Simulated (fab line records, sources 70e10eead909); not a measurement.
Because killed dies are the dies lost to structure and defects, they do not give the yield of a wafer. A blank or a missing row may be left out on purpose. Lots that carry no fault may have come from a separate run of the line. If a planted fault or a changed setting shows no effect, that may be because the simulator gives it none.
Which tool did it? | flow nand harc | 39 wafers from 13 lots sampled at 5 of the route's 1302 steps

WHAT THE GAUGES SHOWED, per wafer
NHARC_END_SORT_01. Usual: killed at array 47, standard deviation 14; killed at other 0.5, standard deviation 0.72; killed at periphery 4, standard deviation 3.1; killed dies 52, standard deviation 15; killed open 3.2, standard deviation 1.9; killed short 2.4, standard deviation 1.7.
lot  | measured     | on        | killed at array | killed at other | killed at periphery | killed dies | killed open | killed short | flag
L469 | day 26 21:25 | prober-02 | 44 33 53        | 1 2 2           | 9 7 2               | 54 42 57    | 5 1 2       | 1 6 2        |
L473 | day 32 06:51 | prober-01 | 42 32 41        | 0 1 0           | 9 3 9               | 51 36 50    | 1 4 6       | 1 0 0        |

WHAT TOOL EACH LOT RAN ON (gives the tool, then ch and the chambers of the sampled wafers, and finally the start)
lot  | NHARC_A_WL_FILL_ETCHBACK_04       | NHARC_A_WL_FILL_STRIP_27             | NHARC_A_WL_FILL_ETCHBACK_26      | NHARC_A_WL_FILL_CMP_12
L463 | rie metal-03 ch 1, day 20 03:01   | plasma asher-01 ch 0,1, day 20 03:22 | rie si-04 ch 1,3, day 20 18:30   | cmp-04 ch 1,2,3, day 20 19:12
L465 | rie metal-01 ch 0,1, day 21 11:44 | plasma asher-02 ch 0,1, day 21 12:13 | rie si-04 ch 0,3, day 22 03:54   | cmp-04 ch 0,2,3, day 22 04:40
L468 | rie metal-01 ch 0, day 22 21:11   | plasma asher-02 ch 0,1, day 22 21:32 | rie si-01 ch 0,1, day 23 13:41   | cmp-04 ch 0,2, day 23 14:20
L469 | rie metal-02 ch 0,1, day 22 21:30 | plasma asher-02 ch 0,1, day 22 21:52 | rie si-04 ch 1,2,3, day 23 13:41 | cmp-02 ch 1,2,3, day 23 14:22
L470 | rie metal-03 ch 0,1, day 23 09:10 | plasma asher-01 ch 0,1, day 23 09:33 | rie si-01 ch 1,2,3, day 24 02:25 | cmp-04 ch 0,1,2, day 24 03:07
L472 | rie metal-01 ch 0,1, day 23 13:06 | plasma asher-01 ch 0,1, day 23 13:29 | rie si-01 ch 2,3, day 24 05:59   | cmp-02 ch 0,1,3, day 24 06:41
L473 | rie metal-01 ch 0,1, day 23 17:59 | plasma asher-01 ch 0,1, day 23 18:35 | rie si-01 ch 1,3, day 24 11:26   | cmp-04 ch 1,2,3, day 24 12:07
L476 | rie metal-03 ch 1, day 25 09:53   | plasma asher-01 ch 0,1, day 25 10:16 | rie si-04 ch 0,2,3, day 26 04:23 | cmp-04 ch 0,3, day 26 05:01
L478 | rie metal-01 ch 0,1, day 26 01:37 | plasma asher-01 ch 0,1, day 26 01:59 | rie si-03 ch 1,2,3, day 26 17:14 | cmp-04 ch 2,3, day 26 18:17
L479 | rie metal-02 ch 0,1, day 26 16:20 | plasma asher-01 ch 0,1, day 26 16:43 | rie si-04 ch 0,2,3, day 27 09:11 | cmp-02 ch 1,2, day 27 09:53
L482 | rie metal-03 ch 0,1, day 27 22:46 | plasma asher-01 ch 0,1, day 27 23:07 | rie si-01 ch 2,3, day 28 17:45   | cmp-02 ch 0,3, day 28 18:24
L481 | rie metal-01 ch 0,1, day 28 03:04 | plasma asher-01 ch 0,1, day 28 03:27 | rie si-04 ch 0,2, day 28 17:46   | cmp-04 ch 2,3, day 28 18:32
L484 | rie metal-02 ch 0, day 29 00:49   | plasma asher-02 ch 1, day 29 01:25   | rie si-04 ch 0,1,2, day 29 16:20 | cmp-03 ch 1,3, day 29 16:59
- NHARC_A_WL_FILL_ETCHBACK_04: etches the open film in NF3, target depth 60 nm, time 120 s.
- NHARC_A_WL_FILL_STRIP_27: strips in N2/H2, time 20 s.
- NHARC_A_WL_FILL_ETCHBACK_26: etches the open film in HBr, target depth 52 nm, time 13.3 s.
- NHARC_A_WL_FILL_CMP_12: polishes, t overpolish 30 s, target thk 100 nm.

AS READ BY THE TOOLS THEMSELVES (means over the sampled wafers that have a number; for cases with no such wafer, the mark the record gives instead)
NHARC_A_WL_FILL_ETCHBACK_04. Usual: drypump motor current A 5.63 A, standard deviation 0.28; oes product au 1.001 a.u., standard deviation 0.0074.
lot  | tool         | drypump motor current A (A) | oes product au (a.u.) | flag
L463 | rie metal-03 | 5.86                        | 0.989                 |
L465 | rie metal-01 | 5.52                        | 1.005                 |
L468 | rie metal-01 | 5.16                        | 1.000                 |
L469 | rie metal-02 | 5.61                        | 1.001                 |
L470 | rie metal-03 | 6.02                        | 1.001                 |
L472 | rie metal-01 | 5.52                        | 1.004                 |
L473 | rie metal-01 | 5.53                        | 0.992                 |
L476 | rie metal-03 | 5.82                        | 0.997                 |
L478 | rie metal-01 | 5.33                        | 0.998                 |
L479 | rie metal-02 | 5.62                        | 1.005                 |
L482 | rie metal-03 | 5.93                        | 1.011                 |
L481 | rie metal-01 | 5.53                        | 0.993                 |
L484 | rie metal-02 | 5.58                        | 1.010                 |

NHARC_A_WL_FILL_STRIP_27. Usual: drypump motor current A 5.9 A, standard deviation 0.37; heater power w 304 W, standard deviation 14.
lot  | tool            | drypump motor current A (A) | heater power w (W) | flag
L463 | plasma asher-01 | 5.9                         | 307                |
L465 | plasma asher-02 | 6.2                         | 301                |
L468 | plasma asher-02 | 6.2                         | 306                |
L469 | plasma asher-02 | 6.2                         | 300                |
L470 | plasma asher-01 | 5.9                         | 310                |
L472 | plasma asher-01 | 5.6                         | 303                |
L473 | plasma asher-01 | 5.9                         | 306                |
L476 | plasma asher-01 | 5.6                         | 297                |
L478 | plasma asher-01 | 5.6                         | 301                |
L479 | plasma asher-01 | 5.9                         | 305                |
L482 | plasma asher-01 | 5.6                         | 302                |
L481 | plasma asher-01 | 5.6                         | 299                |
L484 | plasma asher-02 | 6.2                         | 304                |

NHARC_A_WL_FILL_ETCHBACK_26. Usual: drypump motor current A 5.5 A, standard deviation 0.38; oes product au 1.001 a.u., standard deviation 0.0063; throttle valve pct 23.267 %, standard deviation 0.0097.
lot  | tool      | drypump motor current A (A) | oes product au (a.u.) | throttle valve pct (%) | flag
L463 | rie si-04 | 5.7                         | 1.005                 | 23.260                 |
L465 | rie si-04 | 5.4                         | 0.998                 | 23.265                 |
L468 | rie si-01 | 5.2                         | 1.000                 | 23.274                 |
L469 | rie si-04 | 5.5                         | 1.002                 | 23.266                 |
L470 | rie si-01 | 5.1                         | 0.869                 | 23.265                 | OFF
L472 | rie si-01 | 5.2                         | 0.863                 | 23.265                 | OFF
L473 | rie si-01 | 5.1                         | 0.868                 | 23.257                 | OFF
L476 | rie si-04 | 5.3                         | 1.004                 | 23.262                 |
L478 | rie si-03 | 5.7                         | 1.005                 | 23.266                 |
L479 | rie si-04 | 5.3                         | 1.002                 | 23.264                 |
L482 | rie si-01 | 5.2                         | 1.000                 | 23.271                 |
L481 | rie si-04 | 5.1                         | 1.004                 | 23.265                 |
L484 | rie si-04 | 5.4                         | 1.002                 | 23.264                 |

NHARC_A_WL_FILL_CMP_12. Usual: motor current A 11.9 A, standard deviation 0.97; overpolish run s 30.000 s, standard deviation 0.0098; time to endpoint s 20.3 s, standard deviation 1.9.
lot  | tool   | motor current A (A) | overpolish run s (s) | time to endpoint s (s) | flag
L463 | cmp-04 | 11.6                | 30.004               | 18.1                   |
L465 | cmp-04 | 11.8                | 30.003               | 19.3                   |
L468 | cmp-04 | 12.0                | 29.996               | 20.6                   |
L469 | cmp-02 | 10.8                | 30.001               | 20.9                   |
L470 | cmp-04 | 12.3                | 29.995               | 22.6                   |
L472 | cmp-02 | 10.6                | 29.997               | 20.0                   |
L473 | cmp-04 | 11.5                | 30.001               | 19.9                   |
L476 | cmp-04 | 12.8                | 30.008               | 20.4                   |
L478 | cmp-04 | 12.1                | 29.994               | 21.0                   |
L479 | cmp-02 | 10.4                | 29.996               | 18.3                   |
L482 | cmp-02 | 11.6                | 29.981               | 21.1                   |
L481 | cmp-04 | 11.4                | 30.007               | 17.8                   |
L484 | cmp-03 | 11.4                | 30.004               | 20.5                   |

THE ANSWER, worked out from the rows above alone
Rule: a lot counts as off when the mean over its wafers that have a number is more than 3 standard deviations away from the usual mean. Also off: a lot with no number at a reading for which 4 or more lots have one. The other lots that the step has rows for count as sound. After the gauges, taken in route order, come the tools' own readings; for these a lot's mean is taken, as printed above. The first step at which some lot is off is used, and at that step the reading that is off furthest; a lot without a number counts as furthest.
Off: L470, L472, L473, at NHARC_A_WL_FILL_ETCHBACK_26 (oes product au).
If a tool, at that step or one of the process steps before it, ran each lot that is off and ran no sound lot following the first of them, it fits. No candidate that was tried fits.

WHAT HAD BEEN PUT IN BY THE SIMULATOR
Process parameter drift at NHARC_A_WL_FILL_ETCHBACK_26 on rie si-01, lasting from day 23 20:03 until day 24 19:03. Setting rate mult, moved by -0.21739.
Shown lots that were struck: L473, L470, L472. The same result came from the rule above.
